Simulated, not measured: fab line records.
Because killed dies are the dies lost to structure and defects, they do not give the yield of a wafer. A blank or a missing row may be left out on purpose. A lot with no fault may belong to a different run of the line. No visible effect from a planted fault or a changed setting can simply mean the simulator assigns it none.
fab line records	flow nand-harc
record: lots: 6	wafers: 18	last-day: 32
route steps=1302 shown A_M1@1181 END@1302
lots untouched by any fault: they come from a run of this same line in which no faults occurred
start-h: hours from the record's opening day to when the first of the lot's shown wafers began	wait-h: hours since the lot's step before	" same as the row above	L1.1+2: a row that stands for several wafers	- no value present, or no start provided	* or withheld: withheld	< > ~ a bound
route shown NAME@n: names a module that has steps shown in the file, with the first one's number in the route	usual: mean/standard deviation taken from wafers without a fault	same: alike in all rows	chamber/n: place in a boat	sites: readings site by site	_std_site: the values' standard deviation	_edge_site: outer sites' mean less inner sites'	radius-mm: how far each site lies from the wafer's centre	mask NAME#n: copy n	behind: the last tool/chamber to shape the wafer	hold: cause of the lot's hold/its duration in hours/its outcome	device: the n, p or np transistor that did not switch	end of line: the tests these same wafers got at the end of their route	a step with no rows: only its recipe	killed: dies lost to structure and defects at the first sort, not the wafer's yield	map: a wafer's dies, x killed, . not, _ none there
set.NAME: the run value of the setting; set.NAME@STEP: its run value at that earlier step	model.NAME: the simulator's own value behind a step, which no gauge read
lots at some steps of the route; a table a step, a row a wafer
services: a tool's chamber out of use, with start hour (start-h, from the record's first day; less than 0 if before it), hours out, and reason
== steps ==
step: NHARC_A_M1_INSPECT_11
usual: raw-defect-count: 88/33
lot.wafer	tool	chamber	start-h	wait-h	raw-defect-count
L412.4	defect-inspect-02	-	535.82	0.0	125
L412.5	"	-	"	"	99
L412.6	"	-	"	"	89
L411.1	defect-inspect-02	-	536.25	0.0	109
L411.2	"	-	"	"	106
L411.4	"	-	"	"	96
L413.1	defect-inspect-02	-	551.15	0.0	96
L413.4	"	-	"	"	126
L413.5	"	-	"	"	119
L414.1	defect-inspect-02	-	565.42	0.0	101
L414.3	"	-	"	"	101
L414.6	"	-	"	"	115
L415.1	defect-inspect-01	-	586.70	0.0	116
L415.2	"	-	"	"	116
L415.6	"	-	"	"	108
L430.2	defect-inspect-01	-	723.21	0.0	45
L430.5	"	-	"	"	31
L430.6	"	-	"	"	38
step: NHARC_A_M1_DESCUM_14
recipe: time-s: 3	o2-flow-sccm: 200	ar-flow-sccm: 0	bias-power-w: 0	chemistry: O2
usual: drypump-motor-current-A: 6.14/0.28	oes-product-au: 1.002/0.009	rf-vpp-V: 57.8/0.87	showerhead-plenum-p-Torr: 1.92/0.083	throttle-valve-pct: 11.311/0.0088
lot.wafer	tool	chamber	start-h	wait-h	drypump-motor-current-A	oes-product-au	rf-hours-counter-h	rf-vpp-V	showerhead-plenum-p-Torr	throttle-valve-pct
L412.4	rie-diel-06	3	535.90	0.1	5.95	1.003	0.9	57.6	1.82	11.303
L412.5	"	1	"	"	6.23	1.005	-	58.6	2.01	11.304
L412.6	"	2	"	"	6.63	1.005	-	57.9	1.85	11.296
L411.4	rie-diel-06	1	536.31	0.1	6.17	0.994	1.1	58.0	2.01	11.315
L411.2	"	2	"	"	6.62	1.005	1.2	57.7	1.85	11.308
L411.1	"	0	"	"	6.47	1.001	1.1	58.7	2.01	11.304
L413.1	rie-diel-05	2	551.21	0.1	6.17	0.997	6.7	57.9	1.97	11.299
L413.4	"	0	"	"	5.56	0.996	7.0	58.7	2.03	11.311
L413.5	"	3	"	"	6.31	0.996	-	57.8	1.84	11.310
L414.1	rie-diel-05	1	565.50	0.1	5.70	1.002	7.2	56.7	1.81	11.309
L414.3	"	2	"	"	6.14	1.010	7.3	58.4	1.97	11.315
L414.6	"	0	"	"	5.57	0.991	-	57.3	2.03	11.303
L415.2	rie-diel-10	2	586.76	0.1	6.01	1.001	8.8	60.0	1.99	11.306
L415.1	"	0	"	"	6.24	0.981	10.5	57.8	1.93	11.310
L415.6	"	3	"	"	6.10	1.001	-	57.6	1.93	11.308
L430.2	rie-diel-05	3	723.29	0.1	6.35	1.001	6.7	57.9	1.83	11.305
L430.6	"	1	"	"	5.74	0.997	-	56.7	1.81	11.313
L430.5	"	2	"	"	6.12	1.006	-	56.7	1.97	11.321
step: NHARC_A_M1_ETCH_35
recipe: target-depth-a: 400	overetch-a: 120	time-s: 43.94	ion-energy-ev: 200	n2-flow-sccm: 150	h2-flow-sccm: 150	ar-flow-sccm: 0	rf-w: 400	bias-w: 150	chemistry: N2/H2
step: NHARC_A_M1_ETCH_15
recipe: target-depth-a: 1825	time-s: 91.2	c4f8-flow-sccm: withheld	ar-flow-sccm: 400	rf-w: 600	bias-w: 300	chemistry: C4F8/Ar
usual: oes-product-au: 0.955/0.023	rf-fwd-power-W: 595.2/1.9	rf-vpp-V: 441.0/2.8
lot.wafer	tool	chamber	start-h	wait-h	oes-product-au	rf-fwd-power-W	rf-hours-counter-h	rf-vpp-V
L412.4	rie-diel-06	2	-	-	0.959	593.9	1.1	437.1
L412.6	"	2	"	"	0.967	594.2	-	440.3
L412.5	"	3	"	"	0.975	595.9	-	439.2
L411.2	rie-diel-06	0	-	-	0.981	593.3	1.1	442.2
L411.1	"	1	"	"	0.956	597.4	1.1	443.6
L411.4	"	3	"	"	0.969	593.5	1.0	438.2
L413.1	rie-diel-05	2	-	-	0.926	594.7	6.7	442.9
L413.4	"	3	"	"	0.922	595.1	7.1	437.7
L413.5	"	3	"	"	0.920	597.0	-	438.4
L414.3	rie-diel-05	0	-	-	0.909	593.2	7.6	445.4
L414.1	"	2	"	"	0.928	597.5	7.3	443.0
L414.6	"	0	"	"	0.919	593.9	-	445.4
L415.1	rie-diel-10	3	-	-	0.937	593.3	10.4	439.3
L415.2	"	2	"	"	0.930	592.1	8.9	443.1
L415.6	"	0	"	"	0.904	597.0	-	441.4
L430.2	rie-diel-05	3	-	-	0.937	595.5	6.7	437.2
L430.5	"	0	"	"	0.922	594.9	-	443.7
L430.6	"	1	"	"	0.913	596.8	-	436.6
step: NHARC_A_M1_CD_MEAS_16
usual: cd-nm: 120.0/0.82
lot.wafer	tool	chamber	start-h	wait-h	cd-nm
L412.4	cd-sem-02	-	536.19	-	119.8
L412.5	"	-	"	"	120.3
L412.6	"	-	"	"	120.2
L411.1	cd-sem-03	-	536.62	-	119.8
L411.2	"	-	"	"	120.1
L411.4	"	-	"	"	119.2
L413.1	cd-sem-03	-	551.51	-	119.6
L413.4	"	-	"	"	121.1
L413.5	"	-	"	"	121.1
L414.1	cd-sem-01	-	565.79	-	121.1
L414.3	"	-	"	"	118.8
L414.6	"	-	"	"	121.4
L415.1	cd-sem-03	-	587.06	-	118.7
L415.2	"	-	"	"	119.2
L415.6	"	-	"	"	120.5
L430.2	cd-sem-02	-	723.58	-	120.9
L430.5	"	-	"	"	121.8
L430.6	"	-	"	"	120.9
step: NHARC_A_M1_STRIP_18
recipe: power-w: 1000	n2-flow-sccm: 150	h2-flow-sccm: 150	ar-flow-sccm: 0	bias-w: 0	chemistry: N2/H2
step: NHARC_A_M1_ETCH_28
recipe: target-depth-a: 300	over-etch-frac: 0.3	time-s: 72.99	ion-energy-ev: 150	cf4-flow-sccm: 50	n2-flow-sccm: 100	ar-flow-sccm: 150	rf-w: 300	bias-w: 100	chemistry: CF4/N2
usual: drypump-motor-current-A: 6.13/0.27	oes-product-au: 1.001/0.01	rf-fwd-power-W: 297.2/1.1	rf-vpp-V: 314.2/1.9	showerhead-plenum-p-Torr: 2.63/0.11	throttle-valve-pct: 19.795/0.0096
lot.wafer	tool	chamber	start-h	wait-h	drypump-motor-current-A	oes-product-au	rf-fwd-power-W	rf-hours-counter-h	rf-vpp-V	showerhead-plenum-p-Torr	throttle-valve-pct
L412.4	rie-diel-10	3	-	-	6.13	0.990	297.5	8.0	315.5	2.65	19.797
L412.6	"	0	"	"	6.20	0.994	296.9	-	314.1	2.65	19.807
L412.5	"	1	"	"	6.10	1.005	298.2	-	311.8	2.47	19.790
L411.4	rie-diel-06	2	-	-	6.63	1.017	298.0	1.3	313.8	2.54	19.782
L411.1	"	3	"	"	5.95	1.002	297.8	1.1	312.3	2.51	19.799
L411.2	"	1	"	"	6.20	1.008	297.7	1.2	315.1	2.75	19.807
L413.1	rie-diel-10	0	-	-	6.19	0.990	296.7	9.5	314.2	2.65	19.792
L413.4	"	3	"	"	6.10	1.001	297.5	9.2	315.3	2.65	19.807
L413.5	"	0	"	"	6.23	0.999	297.8	-	314.0	2.65	19.802
L414.3	rie-diel-06	2	-	-	6.63	1.013	297.3	2.0	313.4	2.54	19.788
L414.1	"	3	"	"	5.96	0.995	295.6	1.7	313.0	2.51	19.797
L414.6	"	1	"	"	6.23	0.993	297.0	-	316.7	2.75	19.787
L415.2	rie-diel-06	2	-	-	6.64	1.008	297.3	2.3	311.4	2.54	19.797
L415.1	"	3	"	"	5.98	0.973	295.7	2.1	313.7	2.51	19.800
L415.6	"	3	"	"	5.96	0.977	295.9	-	311.6	2.51	19.795
L430.2	rie-diel-05	1	-	-	5.73	0.992	298.6	7.5	313.3	2.49	19.787
L430.6	"	3	"	"	6.34	1.010	298.3	-	313.1	2.52	19.793
L430.5	"	0	"	"	5.54	1.004	297.7	-	318.1	2.77	19.796
step: NHARC_A_M1_STRIP_19
recipe: time-s: 600	temp-c: 30	chemistry: post-etch-residue-remover
step: NHARC_A_M1_DEGAS_29
recipe: temp-c: 250	time-s: 60
usual: heater-power-w: 334/33
lot.wafer	tool	chamber	start-h	wait-h	heater-power-w
L412.4	pvd-sputter-02	-	536.94	-	374
L412.6	"	-	"	"	384
L412.5	"	-	"	"	295
L411.2	pvd-sputter-01	-	537.37	-	327
L411.1	"	-	"	"	370
L411.4	"	-	"	"	314
L413.1	pvd-sputter-02	-	552.23	-	317
L413.4	"	-	"	"	368
L413.5	"	-	"	"	318
L414.3	pvd-sputter-01	-	566.51	-	278
L414.1	"	-	"	"	330
L414.6	"	-	"	"	286
L415.1	pvd-sputter-02	-	587.84	-	318
L415.2	"	-	"	"	382
L415.6	"	-	"	"	320
L430.2	pvd-sputter-01	-	724.30	-	277
L430.6	"	-	"	"	326
L430.5	"	-	"	"	286
step: NHARC_A_M1_PRE_CLEAN_30
recipe: time-s: 30	temp-c: 280	gas: H2/He
step: NHARC_A_M1_PVD_20
recipe: target-thk-a: 50	bias-v: 168.6	power-w: 15000	chamber-pressure-pa: 0.12	time-s: 8.06	substrate-temp-c: 50	material: TaN
usual: throttle-valve-pct: 29.6/0.89
lot.wafer	tool	chamber	start-h	wait-h	throttle-valve-pct
L412.4	pvd-sputter-02	-	-	-	28.7
L412.5	"	-	"	"	30.1
L412.6	"	-	"	"	30.4
L411.1	pvd-sputter-01	-	-	-	31.1
L411.2	"	-	"	"	31.6
L411.4	"	-	"	"	28.8
L413.1	pvd-sputter-02	-	-	-	29.8
L413.4	"	-	"	"	28.6
L413.5	"	-	"	"	30.7
L414.3	pvd-sputter-01	-	-	-	28.1
L414.1	"	-	"	"	31.3
L414.6	"	-	"	"	30.8
L415.2	pvd-sputter-02	-	-	-	29.7
L415.1	"	-	"	"	29.7
L415.6	"	-	"	"	30.3
L430.2	pvd-sputter-01	-	-	-	29.6
L430.5	"	-	"	"	31.1
L430.6	"	-	"	"	29.3
step: NHARC_A_M1_PVD_21
recipe: target-thk-a: 300	chamber-pressure-pa: 5	power-w: 5000	substrate-temp-c: 30	time-s: 20.49	material: Cu
step: NHARC_A_M1_ECD_22
recipe: target-thk-a: 4000	bath-temp-c: 25	material: Cu
usual: bath-temp-c: 25.01/0.11
lot.wafer	tool	chamber	start-h	wait-h	bath-temp-c
L412.4	ecd-cu-01	1	537.40	-	25.15
L412.6	"	1	"	"	25.02
L412.5	"	0	"	"	24.92
L411.1	ecd-cu-01	0	537.73	-	24.93
L411.2	"	1	"	"	25.28
L411.4	"	1	"	"	25.08
L413.1	ecd-cu-01	0	552.82	-	25.01
L413.4	"	0	"	"	25.04
L413.5	"	1	"	"	24.99
L414.1	ecd-cu-01	1	566.91	-	24.85
L414.3	"	1	"	"	24.89
L414.6	"	0	"	"	25.06
L415.1	ecd-cu-02	1	588.20	-	24.96
L415.2	"	0	"	"	25.02
L415.6	"	0	"	"	25.07
L430.2	ecd-cu-01	0	724.65	-	25.03
L430.6	"	0	"	"	25.12
L430.5	"	1	"	"	24.90
step: NHARC_A_M1_ANNEAL_31
recipe: temp-c: 225	time-s: 90
step: NHARC_A_M1_CMP_23
recipe: t-overpolish-s: 20	target-thk-nm: 154.34
usual: motor-current-A: 11.2/1.1	time-to-endpoint-s: 28.1/2.5
lot.wafer	tool	chamber	start-h	wait-h	motor-current-A	time-to-endpoint-s
L412.4	cmp-01	1	538.02	-	11.8	30.4
L412.5	"	1	"	"	11.8	30.4
L412.6	"	2	"	"	10.3	32.3
L411.2	cmp-04	2	538.45	-	13.6	26.2
L411.4	"	3	"	"	10.6	31.4
L411.1	"	1	"	"	13.8	26.9
L413.1	cmp-02	0	553.56	-	12.3	9.5
L413.4	"	1	"	"	11.8	25.9
L413.5	"	1	"	"	10.9	22.8
L414.3	cmp-01	3	567.65	-	11.4	9.4
L414.1	"	0	"	"	9.5	12.3
L414.6	"	1	"	"	11.7	27.5
L415.1	cmp-01	3	588.95	-	10.5	27.8
L415.2	"	0	"	"	9.0	28.3
L415.6	"	2	"	"	10.4	28.9
L430.2	cmp-01	2	726.84	-	10.2	30.0
L430.6	"	1	"	"	11.2	26.1
L430.5	"	2	"	"	10.6	29.4
step: NHARC_A_M1_THK_MEAS_24
recipe: thk-meas-gauge: xrf
usual: thk-nm: 154.0/1.5
lot.wafer	tool	chamber	start-h	wait-h	thk-nm
L412.4	film-metro-02	-	538.33	-	155.8
L412.5	"	-	"	"	156.8
L412.6	"	-	"	"	154.8
L411.1	film-metro-01	-	538.76	-	152.8
L411.2	"	-	"	"	153.8
L411.4	"	-	"	"	156.9
L413.1	film-metro-02	-	553.88	-	154.7
L413.4	"	-	"	"	151.5
L413.5	"	-	"	"	153.1
L414.1	film-metro-01	-	567.90	-	153.3
L414.3	"	-	"	"	153.1
L414.6	"	-	"	"	154.0
L415.1	film-metro-01	-	589.23	-	155.1
L415.2	"	-	"	"	154.4
L415.6	"	-	"	"	155.9
L430.2	film-metro-02	-	727.13	-	154.5
L430.5	"	-	"	"	154.5
L430.6	"	-	"	"	154.5
step: NHARC_END_SORT_01
recipe: temp-c: 25
usual: defect-limited-yield: 91.2/2.6	killed-at-array: 55/17	killed-at-other: 1.1/1.6	killed-at-periphery: 3.8/2.5	killed-dies: 60/18	killed-open: 3.3/1.9	killed-short: 2.5/1.7
same: gross-dies: 677
lot.wafer	tool	chamber	start-h	wait-h	defect-limited-yield[%]	killed-at-array	killed-at-other	killed-at-periphery	killed-dies	killed-open	killed-short
L411.1	prober-01	0	572.38	2.5	89.8	63	2	4	69	1	3
L411.2	prober-01	0	573.18	2.8	88.0	78	1	2	81	2	6
L411.4	prober-01	0	574.79	3.4	89.1	66	0	8	74	7	6
L412.4	prober-02	0	574.85	3.4	91.3	57	0	2	59	4	2
L412.5	prober-02	0	575.64	3.7	90.3	64	0	2	66	2	2
L412.6	prober-02	0	576.44	4.0	88.9	73	0	2	75	7	1
L413.1	prober-02	0	588.49	2.5	90.5	54	1	9	64	4	3
L413.4	prober-02	0	590.91	3.4	88.9	69	1	5	75	6	5
L413.5	prober-02	0	591.72	3.7	90.5	56	0	8	64	4	2
L414.1	prober-01	0	601.64	2.5	90.3	64	2	0	66	0	0
L414.3	prober-01	0	603.22	3.1	88.9	71	3	1	75	2	1
L414.6	prober-01	0	605.58	3.9	91.4	57	0	1	58	3	4
L415.1	prober-02	0	624.47	2.5	89.7	68	1	1	70	0	4
L415.2	prober-02	0	625.27	2.8	89.1	72	0	2	74	2	0
L415.6	prober-02	0	628.48	4.0	90.3	64	1	1	66	3	4
L430.2	prober-02	0	765.76	2.8	93.2	43	2	1	46	1	6
L430.5	prober-02	0	768.15	3.7	95.4	26	0	5	31	5	2
L430.6	prober-02	0	768.95	4.0	94.2	33	0	6	39	1	3
killed by level:class
L411.1 A_CHANNEL_HOLE_D1:chamber-film-flake=32 A_SLIT:chamber-film-flake=11 A_CHANNEL_HOLE_D2:chamber-film-flake=9 A_CONTACT:chamber-film-flake=3 A_CHANNEL_FILL_D2:geometric-particle:short=2 P_CONTACT:chamber-film-flake=2 A_STAIRCASE:chamber-film-flake=2 THIN_TSV:chamber-film-flake=2
L411.2 A_CHANNEL_HOLE_D1:chamber-film-flake=33 A_SLIT:chamber-film-flake=28 A_CHANNEL_HOLE_D2:chamber-film-flake=5 A_STAIRCASE:chamber-film-flake=3 A_DECK1_JOINT:geometric-particle:short=2 P_M0:geometric-particle:open=1 A_ONON_D1:geometric-particle:short=1 A_CHANNEL_HOLE_D1:geometric-particle:short=1
L411.4 A_CHANNEL_HOLE_D1:chamber-film-flake=27 A_SLIT:chamber-film-flake=15 A_CHANNEL_HOLE_D2:chamber-film-flake=7 P_CONTACT:chamber-film-flake=4 A_STAIRCASE:chamber-film-flake=3 A_CHANNEL_FILL_D1:geometric-particle:short=2 A_CHANNEL_FILL_D1:geometric-particle:open=2 P_GATE:chamber-film-flake=2
L412.4 A_CHANNEL_HOLE_D2:chamber-film-flake=23 A_CHANNEL_HOLE_D1:chamber-film-flake=17 A_CONTACT:chamber-film-flake=8 A_CHANNEL_HOLE_D1:geometric-particle:open=1 A_ONON_D2:geometric-particle:open=1 A_CHANNEL_FILL_D2:geometric-particle:short=1 A_WL_FILL:geometric-particle:short=1 A_WL_FILL:geometric-particle:open=1
L412.5 A_CHANNEL_HOLE_D1:chamber-film-flake=33 A_CHANNEL_HOLE_D2:chamber-film-flake=21 A_CONTACT:chamber-film-flake=5 A_STAIRCASE:chamber-film-flake=2 P_GATE:geometric-particle:short=1 P_CONTACT:geometric-particle:open=1 A_CHANNEL_FILL_D1:geometric-particle:short=1 A_ONON_D2:geometric-particle:open=1
L412.6 A_CHANNEL_HOLE_D2:chamber-film-flake=28 A_CHANNEL_HOLE_D1:chamber-film-flake=26 A_CONTACT:chamber-film-flake=9 P_GATE:geometric-particle:open=2 A_DECK1_JOINT:geometric-particle:open=1 A_ONON_D2:geometric-particle:open=1 A_CHANNEL_FILL_D2:geometric-particle:open=1 A_WL_FILL:geometric-particle:short=1
L413.1 A_CHANNEL_HOLE_D1:chamber-film-flake=22 A_SLIT:chamber-film-flake=21 P_M0:chamber-film-flake=4 A_CHANNEL_HOLE_D2:chamber-film-flake=4 A_SGD_CUT:chamber-film-flake=2 P_M0:geometric-particle:short=1 P_M0:geometric-particle:open=1 P_M1:geometric-particle:open=1
L413.4 A_CHANNEL_HOLE_D1:chamber-film-flake=25 A_SLIT:chamber-film-flake=16 A_CHANNEL_HOLE_D2:chamber-film-flake=10 A_CONTACT:chamber-film-flake=4 A_SGD_CUT:chamber-film-flake=3 A_CHANNEL_FILL_D2:geometric-particle:open=2 P_CONTACT:geometric-particle:open=1 P_M1:geometric-particle:open=1
L413.5 A_SLIT:chamber-film-flake=26 A_CHANNEL_HOLE_D1:chamber-film-flake=16 P_M0:chamber-film-flake=5 A_CHANNEL_HOLE_D2:chamber-film-flake=4 A_CONTACT:chamber-film-flake=3 A_BLC:geometric-particle:open=2 P_GATE:geometric-particle:short=1 A_ONON_D1:geometric-particle:open=1
L414.1 A_CHANNEL_HOLE_D2:chamber-film-flake=28 A_SLIT:chamber-film-flake=16 A_CONTACT:chamber-film-flake=7 A_CHANNEL_HOLE_D1:chamber-film-flake=6 A_SGD_CUT:chamber-film-flake=3 A_DECK1_JOINT:chamber-film-flake=2 A_STAIRCASE:chamber-film-flake=2 THIN_TSV:chamber-film-flake=2
L414.3 A_CHANNEL_HOLE_D2:chamber-film-flake=28 A_SLIT:chamber-film-flake=22 A_CONTACT:chamber-film-flake=9 A_STAIRCASE:chamber-film-flake=5 A_CHANNEL_HOLE_D1:chamber-film-flake=4 THIN_TSV:chamber-film-flake=3 A_CHANNEL_FILL_D1:geometric-particle:open=1 A_ONON_D2:geometric-particle:open=1
L414.6 A_CHANNEL_HOLE_D2:chamber-film-flake=22 A_SLIT:chamber-film-flake=18 A_CONTACT:chamber-film-flake=8 A_ONON_D2:geometric-particle:short=2 A_ONON_D1:geometric-particle:open=1 A_DECK1_JOINT:geometric-particle:short=1 A_ONON_D2:geometric-particle:open=1 A_WL_FILL:geometric-particle:short=1
L415.1 A_CHANNEL_HOLE_D1:chamber-film-flake=31 A_SLIT:chamber-film-flake=18 A_DECK1_JOINT:chamber-film-flake=5 A_CHANNEL_HOLE_D2:chamber-film-flake=5 A_STAIRCASE:chamber-film-flake=2 A_BLC:chamber-film-flake=2 A_CHANNEL_FILL_D1:geometric-particle:short=1 A_DECK1_JOINT:geometric-particle:short=1
L415.2 A_CHANNEL_HOLE_D1:chamber-film-flake=27 A_SLIT:chamber-film-flake=27 A_CHANNEL_HOLE_D2:chamber-film-flake=7 A_BLC:chamber-film-flake=3 P_ZERO_WELL:chamber-film-flake=2 A_DECK1_JOINT:chamber-film-flake=2 A_CHANNEL_HOLE_D1:geometric-particle:open=1 A_M0:geometric-particle:open=1
L415.6 A_CHANNEL_HOLE_D1:chamber-film-flake=30 A_SLIT:chamber-film-flake=13 A_CHANNEL_HOLE_D2:chamber-film-flake=9 A_STAIRCASE:chamber-film-flake=3 P_M1:geometric-particle:open=1 A_SOURCE_PLATE:geometric-particle:open=1 A_ONON_D1:geometric-particle:open=1 A_ONON_D1:geometric-particle:short=1
L430.2 A_CHANNEL_HOLE_D1:chamber-film-flake=20 A_SLIT:chamber-film-flake=7 A_CONTACT:chamber-film-flake=3 A_M0:chamber-film-flake=3 THIN_TSV:chamber-film-flake=2 A_ONON_D1:geometric-particle:short=1 A_CHANNEL_FILL_D1:geometric-particle:short=1 A_ONON_D2:geometric-particle:short=1
L430.5 A_CHANNEL_HOLE_D1:chamber-film-flake=12 P_CONTACT:chamber-film-flake=4 A_SLIT:chamber-film-flake=4 A_CONTACT:chamber-film-flake=3 A_ONON_D2:geometric-particle:open=2 P_M2:geometric-particle:open=1 A_ONON_D2:geometric-particle:short=1 A_CHANNEL_HOLE_D2:geometric-particle:short=1
L430.6 A_CHANNEL_HOLE_D1:chamber-film-flake=11 A_SLIT:chamber-film-flake=9 P_CONTACT:chamber-film-flake=5 A_CONTACT:chamber-film-flake=5 A_WL_FILL:geometric-particle:short=3 A_M0:chamber-film-flake=3 A_M0:geometric-particle:open=1 P_GATE:chamber-film-flake=1
== services ==
tool	chamber	start-h	hours	kind
ecd-cu-01	-	512.28	8.0	pm
pvd-sputter-01	-	514.06	2.0	repair
cmp-04	-	514.29	1.1	repair
rie-diel-06	3	519.40	1.7	repair
rie-diel-10	2	523.57	7.0	repair
rie-diel-06	2	525.84	4.0	repair
cmp-01	-	547.87	1.2	repair
rie-diel-10	-	581.45	0.2	repair
pvd-sputter-01	-	582.00	10.0	pm
rie-diel-05	-	583.60	9.0	pm
rie-diel-06	0	586.04	16.4	repair
cmp-01	-	590.24	4.0	pm
rie-diel-10	-	596.50	9.0	pm
pvd-sputter-02	-	602.72	1.9	repair
rie-diel-05	3	618.56	1.4	repair
cmp-01	-	621.96	1.3	repair
pvd-sputter-02	-	638.04	10.0	pm
rie-diel-06	-	661.20	9.0	pm
cmp-01	-	688.24	4.0	pm
ecd-cu-01	-	688.28	8.0	pm
rie-diel-06	0	706.49	5.0	repair
pvd-sputter-01	-	713.55	1.3	repair
cmp-01	-	717.56	2.8	repair
cmp-01	-	722.64	1.1	repair
== key ==
first-sign: step: NHARC_A_M1_CMP_23	reading: time-to-endpoint-s	direction: down	sigmas: 7.1	usual: *	struck: *
effect none on later readings
met-at NHARC_A_M1_ECD_22
struck-wafers L413.1,L414.1,L414.3
onset-between 537.73 552.82
fault: kind: process-parameter-drift	tool: ecd-cu-01	chamber: -	onset-h: 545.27	steps: NHARC_A_M1_ECD_22	channel: target-thk-a	offset: *	shape: step	end-h: 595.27	scope: struck-wafers-only	acts-in: *	stated: *
